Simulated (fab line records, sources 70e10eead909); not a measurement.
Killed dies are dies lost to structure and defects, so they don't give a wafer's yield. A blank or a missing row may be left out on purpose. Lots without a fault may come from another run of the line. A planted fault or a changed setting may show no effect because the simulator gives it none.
Which tool did it? | flow nand_harc | 11 lots, 33 wafers sampled, at 5 steps of a route of 1302

WHAT THE GAUGES READ, wafer by wafer
NHARC_END_SORT_01.
lot  | measured     | on        | killed_dies
L273 | day 26 04:16 | prober-02 | 62 68 61
L272 | day 25 18:53 | prober-01 | 46 47 55
L276 | day 26 13:55 | prober-02 | 58 65 76
L277 | day 27 10:08 | prober-02 | 35 46 38
L282 | day 29 16:34 | prober-01 | 677 677 677
L283 | day 29 17:19 | prober-02 | 677 677 677
L288 | day 31 12:09 | prober-02 | 75 71 53
L289 | day 33 05:41 | prober-01 | 63 51 40
L291 | day 34 12:37 | prober-01 | 50 33 49
L292 | day 34 05:34 | prober-01 | 53 45 54
L294 | day 34 04:44 | prober-02 | 48 57 61

WHICH TOOL RAN EACH LOT (tool, then ch and the chambers of the sampled wafers, then the start)
lot  | NHARC_A_STAIRCASE_TRIM_196         | NHARC_A_STAIRCASE_ETCH_201                    | NHARC_A_STAIRCASE_ETCH_221         | NHARC_A_STAIRCASE_TRIM_231
L273 | rie_diel-13 ch 0,1,2, day 16 22:39 | rie_diel-13 ch 1,2,3, day 17 01:49 or earlier | rie_diel-06 ch 0,2,3, day 17 01:49 | rie_diel-06 ch 0,2,3, day 26 04:16 or earlier
L272 | rie_diel-13 ch 0,2,3, day 16 23:34 | rie_diel-13 ch 0,3, day 17 02:33 or earlier   | rie_diel-06 ch 2,3, day 17 02:33   | rie_diel-13 ch 2,3, day 25 18:53 or earlier
L276 | rie_diel-01 ch 1,2,3, day 17 19:52 | rie_diel-01 ch 0,1,2, day 17 23:17 or earlier | rie_diel-01 ch 1,2,3, day 17 23:17 | rie_diel-01 ch 0,2,3, day 26 13:55 or earlier
L277 | rie_diel-01 ch 0,1,2, day 18 10:53 | rie_diel-01 ch 0,1,3, day 18 13:53 or earlier | rie_diel-01 ch 1,2, day 18 13:53   | rie_diel-01 ch 1,3, day 27 10:08 or earlier
L282 | rie_diel-13 ch 1,2,3, day 20 06:01 | rie_diel-13 ch 0,1,3, day 20 08:59 or earlier | rie_diel-06 ch 0,1,3, day 20 08:59 | rie_diel-06 ch 0,1,3, day 29 16:34 or earlier
L283 | rie_diel-13 ch 0,2,3, day 20 20:13 | rie_diel-13 ch 0,3, day 20 22:52 or earlier   | rie_diel-06 ch 1,2,3, day 20 22:52 | rie_diel-01 ch 0,2, day 29 17:19 or earlier
L288 | rie_diel-01 ch 0,1, day 22 16:20   | rie_diel-01 ch 1,2, day 22 19:51 or earlier   | rie_diel-01 ch 0,1,3, day 22 19:51 | rie_diel-06 ch 0,2, day 31 12:09 or earlier
L289 | rie_diel-06 ch 2,3, day 24 01:01   | rie_diel-06 ch 0,1,3, day 24 03:42 or earlier | rie_diel-01 ch 1,2, day 24 03:42   | rie_diel-06 ch 0,1,3, day 33 05:41 or earlier
L291 | rie_diel-01 ch 0,2,3, day 24 18:04 | rie_diel-01 ch 0,1,2, day 24 20:53 or earlier | rie_diel-06 ch 0,1,2, day 24 20:53 | rie_diel-01 ch 0,2,3, day 34 12:37 or earlier
L292 | rie_diel-13 ch 0,1,2, day 25 10:32 | rie_diel-13 ch 0,2,3, day 25 13:44 or earlier | rie_diel-13 ch 2,3, day 25 13:44   | rie_diel-13 ch 2,3, day 34 05:34 or earlier
L294 | rie_diel-13 ch 2,3, day 25 23:44   | rie_diel-13 ch 0,3, day 26 02:26 or earlier   | rie_diel-06 ch 0,1,3, day 26 02:26 | rie_diel-13 ch 0,1,2, day 34 04:44 or earlier
- NHARC_A_STAIRCASE_TRIM_196: chemistry O2, time 211.2 s.
- NHARC_A_STAIRCASE_ETCH_201: etches the open film in C4F8/O2, target depth 100 nm, time 40.5 s.
- NHARC_A_STAIRCASE_ETCH_221: etches the open film in C4F8/O2, target depth 100 nm, time 40.5 s.
- NHARC_A_STAIRCASE_TRIM_231: chemistry O2, time 211.2 s.

THE ANSWER, worked out from the rows above alone
Rule: what is usual is taken from the lots themselves. Put in order of their means at a reading, lots are off if they are a third of the lots or fewer, leave a main group of 4 or more, and stand apart from it by a gap of 3 or more times the standard deviation of the main group's means; of several such gaps the widest counts. A main group whose means are all the same, to the digits that the tables above print for the reading, isn't used. A lot without any number at a reading at which 4 lots or more have one is off too. The other lots that the step has rows for count as sound.
Off: L282, L283, at NHARC_END_SORT_01 (killed_dies). The main group: mean 54, standard deviation 9.1.
A tool fits if, at a process step before that reading, it ran every lot that is off, and no sound lot after the first of them. The gauges at NHARC_END_SORT_01 are tried like those tools. NHARC_A_STAIRCASE_ETCH_201 gives no start for some lots, so the hours and the order of its lots are those of NHARC_A_STAIRCASE_ETCH_221. NHARC_A_STAIRCASE_TRIM_231 gives no start for some lots, so the hours and the order of its lots are those of NHARC_END_SORT_01. None of those tried fits.

WHAT THE SIMULATOR HAD PUT IN
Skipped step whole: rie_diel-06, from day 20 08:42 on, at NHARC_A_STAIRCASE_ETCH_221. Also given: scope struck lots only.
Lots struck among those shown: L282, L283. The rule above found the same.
